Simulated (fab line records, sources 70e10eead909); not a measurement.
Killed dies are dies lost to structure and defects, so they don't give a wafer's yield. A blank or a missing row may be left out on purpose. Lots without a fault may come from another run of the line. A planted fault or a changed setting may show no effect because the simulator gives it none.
One fault seen from 2 desks | flow nand_harc | each desk has only its own numbers; what lay behind them comes last

THE METROLOGY DESK
What the gauges read, lot by lot, whatever tool the lot ran on: means of the sampled wafers that have a number. A lot is out of limits, marked OUT, if its mean lies more than 4 standard deviations from the usual mean; the brackets give that distance.
Columns: A = cd_nm at NHARC_P_M1_CD_MEAS_09, usual 129.8 nm
lot  | first seen here | A
L187 | day 6 13:40     | 129.8
L188 | day 6 14:23     | 130.2
L190 | day 7 09:22     | 129.3
L194 | day 9 08:09     | 132.5 (+5.6) OUT
L195 | day 9 21:05     | 131.0
L199 | day 11 03:29    | 129.5
L203 | day 13 06:41    | 129.8
L204 | day 13 07:31    | 130.1
L205 | day 14 00:29    | 129.7
L206 | day 14 05:23    | 129.2
L207 | day 14 18:25    | 129.4
L209 | day 15 07:43    | 130.0
This desk's finding: out of limits on L194; first on L194, day 9 08:09 (cd_nm at NHARC_P_M1_CD_MEAS_09). In limits: L187, L188, L190, L195, L199, L203, L204, L205, L206, L207, L209.

THE TOOL OWNER'S DESK: arfi_scanner-03
The tool's own readings at NHARC_P_M1_EXPOSE_06 (exposes mask P M1, target cd 130 nm): means of the sampled wafers that have a number, for each lot that ran on this tool. A lot is out of limits, marked OUT, if its mean lies more than 4 standard deviations from the usual mean; the brackets give that distance.
Columns: A = reticle_temp_C at NHARC_P_M1_EXPOSE_06, usual 23.00 C
lot  | first seen here | A
L187 | day 6 13:32     | 23.15
L188 | day 6 14:14     | 22.94
L194 | day 9 08:00     | 22.90
L195 | day 9 20:57     | 23.02
L205 | day 14 00:20    | 23.11
This desk's finding: nothing out of limits on any of the 5 lots.

PUT TOGETHER
The metrology desk could have raised an alarm at day 9 08:09, on L194.
The tool owner's desk saw nothing out of limits.
The tool owner's desk has L194 on record, within its limits.
Of the lots named, all ran NHARC_P_M1_EXPOSE_06 on arfi_scanner-03.

WHAT THE SIMULATOR HAD PUT IN
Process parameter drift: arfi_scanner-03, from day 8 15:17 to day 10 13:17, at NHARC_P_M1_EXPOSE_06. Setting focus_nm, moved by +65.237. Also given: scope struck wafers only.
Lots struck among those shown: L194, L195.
Hours from the fault's start to each desk's first reading out of limits: the metrology desk, 17.
